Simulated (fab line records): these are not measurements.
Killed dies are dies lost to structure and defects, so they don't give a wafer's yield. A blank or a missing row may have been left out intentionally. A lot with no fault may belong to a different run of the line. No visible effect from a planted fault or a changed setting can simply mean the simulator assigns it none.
Lot-split experiment / flow n5 finfet / 7 lots, 21 wafers read, on a route of 1938 steps

== SPLIT DETAILS ==
At N5_BEOL_M0_SAQP_COAT_08 (resist thk 90 nm), the setting spin rpm was moved away from the recipe's 1500 rpm on 9 of the 21 wafers read, by -10.5% to +6.6%. This setting was run at the recipe's value on the other wafers.

== FROM THE SPLIT TO THE READING: what the file shows between them, 3 steps ==
- N5_BEOL_M0_SAQP_EBR_10
- N5_BEOL_M0_SAQP_SOFTBAKE_09: time 60 s
- N5_BEOL_M0_SAQP_DESCUM_19: chemistry O2, time 7.9 s

== THE READING ==
CAR-ArF_of_BEOL_M0_SAQP_COAT_08.thk nm (the simulator's own value, which no gauge read), in nm, at N5_BEOL_M0_SAQP_ETCH_83 (etches SiARC in CF4, target depth 39 nm, time 65 s). The file gives no usual value for it. Across the 12 wafers here that went through the recipe, the average is 55.7 nm and the standard deviation 0.24 nm.

wafer=L076.2; tool, chamber at the split=litho track-01, 0; spin rpm as run, rpm=1500; against the recipe=recipe; CAR-ArF_of_BEOL_M0_SAQP_COAT_08.thk nm, nm=56.2; against lot-mates on the recipe=-
wafer=L076.4; tool, chamber at the split=litho track-01, 0; spin rpm as run, rpm=1500; against the recipe=recipe; CAR-ArF_of_BEOL_M0_SAQP_COAT_08.thk nm, nm=55.8; against lot-mates on the recipe=-
wafer=L076.5; tool, chamber at the split=litho track-01, 0; spin rpm as run, rpm=1500; against the recipe=recipe; CAR-ArF_of_BEOL_M0_SAQP_COAT_08.thk nm, nm=55.6; against lot-mates on the recipe=-
wafer=L079.1; tool, chamber at the split=litho track-02, 0; spin rpm as run, rpm=1500; against the recipe=recipe; CAR-ArF_of_BEOL_M0_SAQP_COAT_08.thk nm, nm=55.4; against lot-mates on the recipe=-
wafer=L079.2; tool, chamber at the split=litho track-02, 0; spin rpm as run, rpm=1500; against the recipe=recipe; CAR-ArF_of_BEOL_M0_SAQP_COAT_08.thk nm, nm=55.6; against lot-mates on the recipe=-
wafer=L079.4; tool, chamber at the split=litho track-02, 0; spin rpm as run, rpm=1400; against the recipe=-6.7%; CAR-ArF_of_BEOL_M0_SAQP_COAT_08.thk nm, nm=58.8; against lot-mates on the recipe=+3.3
wafer=L083.3; tool, chamber at the split=litho track-03, 0; spin rpm as run, rpm=1370; against the recipe=-8.7%; CAR-ArF_of_BEOL_M0_SAQP_COAT_08.thk nm, nm=59.8; against lot-mates on the recipe=+4.0
wafer=L083.5; tool, chamber at the split=litho track-03, 0; spin rpm as run, rpm=1370; against the recipe=-8.7%; CAR-ArF_of_BEOL_M0_SAQP_COAT_08.thk nm, nm=59.8; against lot-mates on the recipe=+4.0
wafer=L083.4; tool, chamber at the split=litho track-03, 0; spin rpm as run, rpm=1500; against the recipe=recipe; CAR-ArF_of_BEOL_M0_SAQP_COAT_08.thk nm, nm=55.8; against lot-mates on the recipe=-
wafer=L088.1; tool, chamber at the split=litho track-03, 0; spin rpm as run, rpm=1500; against the recipe=recipe; CAR-ArF_of_BEOL_M0_SAQP_COAT_08.thk nm, nm=55.6; against lot-mates on the recipe=-
wafer=L088.4; tool, chamber at the split=litho track-03, 0; spin rpm as run, rpm=1548; against the recipe=+3.2%; CAR-ArF_of_BEOL_M0_SAQP_COAT_08.thk nm, nm=54.4; against lot-mates on the recipe=-1.2
wafer=L088.5; tool, chamber at the split=litho track-03, 0; spin rpm as run, rpm=1548; against the recipe=+3.2%; CAR-ArF_of_BEOL_M0_SAQP_COAT_08.thk nm, nm=54.4; against lot-mates on the recipe=-1.2
wafer=L089.1; tool, chamber at the split=litho track-02, 0; spin rpm as run, rpm=1599; against the recipe=+6.6%; CAR-ArF_of_BEOL_M0_SAQP_COAT_08.thk nm, nm=52.8; against lot-mates on the recipe=-2.8
wafer=L089.2; tool, chamber at the split=litho track-02, 0; spin rpm as run, rpm=1500; against the recipe=recipe; CAR-ArF_of_BEOL_M0_SAQP_COAT_08.thk nm, nm=55.6; against lot-mates on the recipe=-
wafer=L089.4; tool, chamber at the split=litho track-02, 0; spin rpm as run, rpm=1599; against the recipe=+6.6%; CAR-ArF_of_BEOL_M0_SAQP_COAT_08.thk nm, nm=53; against lot-mates on the recipe=-2.6
wafer=L090.1; tool, chamber at the split=litho track-03, 0; spin rpm as run, rpm=1343; against the recipe=-10.5%; CAR-ArF_of_BEOL_M0_SAQP_COAT_08.thk nm, nm=61; against lot-mates on the recipe=+5.0
wafer=L090.2; tool, chamber at the split=litho track-03, 0; spin rpm as run, rpm=1500; against the recipe=recipe; CAR-ArF_of_BEOL_M0_SAQP_COAT_08.thk nm, nm=56.2; against lot-mates on the recipe=-
wafer=L090.5; tool, chamber at the split=litho track-03, 0; spin rpm as run, rpm=1500; against the recipe=recipe; CAR-ArF_of_BEOL_M0_SAQP_COAT_08.thk nm, nm=55.8; against lot-mates on the recipe=-
wafer=L092.1; tool, chamber at the split=litho track-01, 0; spin rpm as run, rpm=1500; against the recipe=recipe; CAR-ArF_of_BEOL_M0_SAQP_COAT_08.thk nm, nm=55.6; against lot-mates on the recipe=-
wafer=L092.3; tool, chamber at the split=litho track-01, 0; spin rpm as run, rpm=1500; against the recipe=recipe; CAR-ArF_of_BEOL_M0_SAQP_COAT_08.thk nm, nm=55.6; against lot-mates on the recipe=-
wafer=L092.4; tool, chamber at the split=litho track-01, 0; spin rpm as run, rpm=1444; against the recipe=-3.7%; CAR-ArF_of_BEOL_M0_SAQP_COAT_08.thk nm, nm=57; against lot-mates on the recipe=+1.4

THE FIT
A straight line over all 21 wafers: CAR-ArF_of_BEOL_M0_SAQP_COAT_08.thk nm changes by -0.46 nm for each +1% of spin rpm; r = -0.99; the points scatter about the line by 0.25 nm.
The same after taking each lot's own level away (the mean of its wafers on the recipe; 21 wafers): -0.448 nm for each +1%; r = -1.00; scatter 0.2 nm.
That fit puts the effect of the largest move of spin rpm on the reading at 4.7 nm.
Measured against the standard deviation above, the lots' own levels, which go from 55.50 to 56.00 nm, span 2.1 times it.
Consequently the slope shifts little with the lot-to-lot level, the two slopes agreeing.
Check: with one of the wafers moved furthest among these (-10.5%) left out of the fit, the line predicts +4.68 nm for it against its lot-mates. Against them it came out at +5 nm.

== OTHER SPLITS APPLIED TO THESE WAFERS ==
Other splits were also applied to these wafers ahead of the reading. Each is held against what the fit with the lots' levels taken away leaves over:
other split on the same wafers=N5_GATE_CUT_COAT_07 spin rpm; wafers away from the commonest value=4; r with CAR-ArF_of_BEOL_M0_SAQP_COAT_08.thk nm (lot level and that fit taken away)=+0.11
other split on the same wafers=N5_MOL_CONTACT_COAG_SPUTTER_130 power w; wafers away from the commonest value=10; r with CAR-ArF_of_BEOL_M0_SAQP_COAT_08.thk nm (lot level and that fit taken away)=+0.04
other split on the same wafers=N5_MOL_CONTACT_COAG_CMP_23 down force psi; wafers away from the commonest value=5; r with CAR-ArF_of_BEOL_M0_SAQP_COAT_08.thk nm (lot level and that fit taken away)=-0.22
other split on the same wafers=N5_MOL_CONTACT_COAG_ALD_131 ald cycles; wafers away from the commonest value=6; r with CAR-ArF_of_BEOL_M0_SAQP_COAT_08.thk nm (lot level and that fit taken away)=-0.05
other split on the same wafers=N5_BEOL_M0_SAQP_HM_DEP_02 target thk a; wafers away from the commonest value=5; r with CAR-ArF_of_BEOL_M0_SAQP_COAT_08.thk nm (lot level and that fit taken away)=+0.18

== THE WHOLE CHAIN: every reading that the file lists as answering this split, in the file's order ==
step=N5_BEOL_M0_SAQP_COAT_08; what it does=resist thk 90 nm; reading=CAR-ArF_of_BEOL_M0_SAQP_COAT_08.thk nm (the simulator's own value, which no gauge read); change (the file's fit)=-0.449 nm for each +1% of the setting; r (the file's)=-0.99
step=N5_BEOL_M0_SAQP_ETCH_83; what it does=etches SiARC in CF4, target depth 39 nm, time 65 s; reading=CAR-ArF_of_BEOL_M0_SAQP_COAT_08.thk nm (the simulator's own value, which no gauge read); change (the file's fit)=-0.458 nm for each +1% of the setting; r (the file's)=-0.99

== THE FILE'S OWN FIT ==
CAR-ArF_of_BEOL_M0_SAQP_COAT_08.thk nm changes by -0.458 nm for each +1% of spin rpm, r = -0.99.
